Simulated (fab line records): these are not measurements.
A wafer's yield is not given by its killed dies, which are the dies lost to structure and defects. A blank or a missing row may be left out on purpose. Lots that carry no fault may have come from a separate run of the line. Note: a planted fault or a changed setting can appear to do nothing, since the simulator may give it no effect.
Struck lot and sound lot, side by side :: flow n5-finfet :: 16 out of 1938 route steps
Sound: these wafers, L360.2, L360.3, L360.5. Struck: wafer L370.1 (L370.2, L370.6, from the same lot, were not struck and are left out); the cause is given at the end.
Each step with rows lists, per side, the tool, then ch with its chambers, then its first start. Under that, the readings that differ: sound wafers :: struck wafers :: difference of the means :: sigmas: that difference in standard deviations of wafers without a fault.
alike: words and numbers the same on both sides, and readings whose means are apart by under 2 such deviations; not compared: readings that were withheld, readings missing a value for some wafer, numbers with overlapping values and no deviation given by the record, and bounds like >300 which may hide the same value.
The two part at a step that has a row with sigmas, a row that says differs or no value, or rows on one side only. Numbers that have no deviation but don't overlap get no sigmas and don't part them. A reading that every wafer of one side lacks parts them only if that side has two wafers or more.

first, 1 step without rows for these wafers: N5_FIN_CUT_STRIP_31 (strips in N2/H2).
N5_FIN_CUT_STRIP_24: strips in CF4.
  sound on rie-diel-05 ch 0,1, day 2 09:46; struck on rie-diel-01 ch 1, day 4 22:46
  alike: drypump-motor-current-A, oes-product-au, rf-fwd-power-W, rf-vpp-V, showerhead-plenum-p-Torr, throttle-valve-pct
  not compared: rf-hours-counter-h
then, 1 step without rows for these wafers: N5_FIN_CUT_CUT_ETCH_26 (etches SiNx in CH3F/O2, target depth 39 nm, time 55.7 s).
N5_FIN_CUT_CUT_ETCH_27: etches SiO2 in CHF3/O2, target depth 4 nm, overetch 2 nm, time 4.9 s.
  sound on rie-diel-05 ch 0,1, day 2 09:50; struck on rie-diel-01 ch 1, day 4 22:50
reading: bias-w (W)
sound: 170.3 169.3 170.4
struck: 168.8
difference: -1.2
sigmas: -2
  alike: drypump-motor-current-A, oes-product-au, rf-fwd-power-W, rf-vpp-V, showerhead-plenum-p-Torr, throttle-valve-pct
  not compared: rf-hours-counter-h
then, 1 step without rows for these wafers: N5_FIN_CUT_PRECLEAN_35 (cleans in vHF, time 13.3 s).
N5_FIN_CUT_CUT_ETCH_15: etches Si in HBr/Cl2/O2, target depth 100 nm, bt time 10 s, time 42.4 s.
  sound on rie-si-06 ch 1,3, day 2 09:59; struck on rie-si-06 ch 0, day 4 23:01
  alike: HBr_flow_sccm, drypump-motor-current-A, he-backside-leak-sccm, oes-product-au, throttle-valve-pct
  not compared: bias-w, rf-fwd-power-W, rf-hours-counter-h
N5_FIN_CUT_CUT_ETCH_28: etches Si in HBr/Cl2/O2, target depth 6 nm, time 2.4 s.
  sound on rie-si-06 ch 1,3, day 2 10:02; struck on rie-si-06 ch 0, day 4 23:04
  alike: HBr_flow_sccm, drypump-motor-current-A, he-backside-leak-sccm, oes-product-au, throttle-valve-pct
  not compared: bias-w, rf-fwd-power-W, rf-hours-counter-h
then, 4 steps without rows for these wafers: N5_FIN_CUT_STRIP_22 (strips in N2/H2); N5_FIN_CUT_PRECLEAN_36 (cleans in O3/DIW, time 60 s); N5_FIN_CUT_SRD_32 (time 30 s); N5_FIN_CUT_UV_OZONE_34 (time 120 s).
N5_FIN_CUT_INSPECT_17: inspects for defects (brightfield).
  sound on defect-inspect-02 at day 2 10:16; struck on defect-inspect-02 at day 4 23:20
reading: raw-defect-count
sound: 179 138 328
struck: 410
difference: +195
sigmas: +3
N5_STI_FIN_REVEAL_ALD_00: deposits SiO2, target thk 1 nm, pulse time 1 s.
  sound on ald-sin-02 ch 2,3, day 2 10:18; struck on ald-sin-04 ch 1, day 5 00:13
reading: precursor-pulse-height-rel
sound: 1.015 0.983 1.011
struck: 0.962
difference: -0.041
sigmas: -2

reading: model.SiO2_of_STI_FIN_REVEAL_ALD_00.thk-nm (nm)
sound: 1 1 1
struck: 0.4
difference: -0.6
sigmas: 
  alike: heater-power-outer-w, heater-power-w
N5_STI_FIN_REVEAL_ALD_14: deposits Si3N4, target thk 3 nm.
  sound on ald-sin-02 ch 2,3, day 2 10:21; struck on ald-sin-04 ch 1, day 5 00:16
  alike: heater-power-outer-w, heater-power-w
-- here the record skips 6 days between the struck wafers' starts before and after, leaving off in module STI_FIN_REVEAL and picking up in module BEOL_M4 (first step shown: number 1111 of the route) --
N5_BEOL_M4_RC_MEAS_101:
  sound on prober-02 ch 0, day 8 11:28; struck on prober-01 ch 0, day 11 05:43
reading: DIBL_P (mV/V)
sound: 36.6 40.2 37.7
struck: 33.3
difference: -4.9
sigmas: -2

reading: SS_N (mV/dec)
sound: 71.4 72.0 72.6
struck: 70.6
difference: -1.4
sigmas: -2

reading: SS_P (mV/dec)
sound: 73.2 74.2 74.3
struck: 72.4
difference: -1.5
sigmas: -2
  alike: DIBL_N, IOFF_N, IOFF_P, ION_N, ION_P, VT_N, VT_P
-- a jump in the record: the struck wafers' starts before and after are 4 days apart (it breaks off in module BEOL_M4 and resumes in module PASSIVATION, where the first step shown is number 1936 of the route) --
N5_PASSIVATION_PROBE_49:
  sound on prober-02 at day 12 20:32; struck on prober-01 at day 15 08:55
  alike: defect-limited-yield, killed_at_M0_to_M3, killed_at_M4_up, killed-at-contacts, killed-at-front-end, killed-at-other, killed-dies, killed-on-rim, killed-open, killed-short, sort_bin_5_function, sort_bin_6_memory, sort-n-pass, sort-yield-pct

WHERE THEY PART
First at N5_FIN_CUT_CUT_ETCH_27; last, within this record, at N5_BEOL_M4_RC_MEAS_101. Later steps at which nothing parts them and some readings are alike: N5_PASSIVATION_PROBE_49.

WHY: what the simulator had put in
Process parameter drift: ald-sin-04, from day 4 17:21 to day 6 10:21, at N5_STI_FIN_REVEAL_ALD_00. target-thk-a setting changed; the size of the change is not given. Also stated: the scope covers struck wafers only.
